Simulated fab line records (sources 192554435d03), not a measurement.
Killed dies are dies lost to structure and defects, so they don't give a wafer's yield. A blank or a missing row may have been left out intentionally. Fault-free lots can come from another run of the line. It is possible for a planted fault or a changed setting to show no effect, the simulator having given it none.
Chamber matching + flow n5_finfet + rie_diel-01 running N5_FIN_SAQP_ETCH_69: 4 sister chambers
The step etches SOC in N2/H2, stops on SiNx, target depth 150 nm. 18 wafers are shown with their chamber, then 9 later ones without.

== WAFERS, EACH WITH ITS CHAMBER ==
| wafer  | chamber | drypump_motor_current_A (A) | showerhead_plenum_p_Torr (Torr) | throttle_valve_pct (%) |
|--------|---------|-----------------------------|---------------------------------|------------------------|
| L074.1 | 1       | 4.9                         | 2.51                            | 17.86                  |
| L074.2 | 3       | 5.8                         | 2.62                            | 18.05                  |
| L074.3 | 0       | 5.4                         | 2.64                            | 18.33                  |
| L075.1 | 0       | 5.4                         | 2.64                            | 18.32                  |
| L075.2 | 2       | 5.5                         | 2.56                            | 17.62                  |
| L075.4 | 1       | 4.8                         | 2.51                            | 17.86                  |
| L076.1 | 2       | 5.5                         | 2.56                            | 17.62                  |
| L076.2 | 1       | 4.8                         | 2.51                            | 17.86                  |
| L076.4 | 0       | 5.4                         | 2.63                            | 18.34                  |
| L077.1 | 2       | 5.5                         | 2.55                            | 17.62                  |
| L077.5 | 1       | 4.9                         | 2.51                            | 17.87                  |
| L077.6 | 0       | 5.4                         | 2.63                            | 18.35                  |
| L087.3 | 1       | 4.9                         | 2.50                            | 17.91                  |
| L087.5 | 1       | 4.9                         | 2.50                            | 17.93                  |
| L087.6 | 2       | 5.5                         | 2.54                            | 17.66                  |
| L095.1 | 2       | 5.5                         | 2.53                            | 17.69                  |
| L095.2 | 0       | 5.4                         | 2.62                            | 17.98                  |
| L095.3 | 3       | 5.8                         | 2.60                            | 17.66                  |

SIGNATURES (means of the wafers above)
| reading                  | chamber 0 | chamber 1 | chamber 2 | chamber 3 | scatter within a chamber |
|--------------------------|-----------|-----------|-----------|-----------|--------------------------|
| drypump_motor_current_A  | 5.400     | 4.867     | 5.500     | 5.800     | 0.0309                   |
| showerhead_plenum_p_Torr | 2.6320    | 2.5067    | 2.5480    | 2.6100    | 0.00961                  |
| throttle_valve_pct       | 18.2640   | 17.8817   | 17.6420   | 17.8550   | 0.115                    |
Rule: for each reading, subtract the chamber's mean from the wafer's reading, divide by that reading's scatter and square the result; add these up over the readings and take the root, which gives the wafer's distance from the chamber. The wafer belongs to the nearest chamber; if the next one is less than 2 further off, it can't be placed. The scatter: the root of (the sum of the squares of (reading less its chamber's mean) over the shown wafers, divided by (wafers less chambers)).

== WAFERS WITH NO CHAMBER GIVEN ==
| wafer  | drypump_motor_current_A (A) | showerhead_plenum_p_Torr (Torr) | throttle_valve_pct (%) |
|--------|-----------------------------|---------------------------------|------------------------|
| L095.4 | 4.9                         | 2.49                            | 17.48                  |
| L095.5 | 5.3                         | 2.62                            | 17.98                  |
| L095.6 | 5.8                         | 2.61                            | 17.65                  |
| L096.2 | 5.8                         | 2.60                            | 17.67                  |
| L096.4 | 5.5                         | 2.53                            | 17.70                  |
| L096.6 | 5.4                         | 2.62                            | 17.98                  |
| L097.3 | 5.5                         | 2.53                            | 17.72                  |
| L097.4 | 4.8                         | 2.49                            | 17.49                  |
| L097.5 | 5.5                         | 2.53                            | 17.70                  |

== WHICH CHAMBER EACH WENT THROUGH ==
| wafer  | from the rows above | in truth |
|--------|---------------------|----------|
| L095.4 | 1                   | 1        |
| L095.5 | 0                   | 0        |
| L095.6 | 3                   | 3        |
| L096.2 | 3                   | 3        |
| L096.4 | 2                   | 2        |
| L096.6 | 0                   | 0        |
| L097.3 | 2                   | 2        |
| L097.4 | 1                   | 1        |
| L097.5 | 2                   | 2        |
Correctly placed: 9 of 9. Can't be placed from these rows: 0. Placed wrongly: 0.
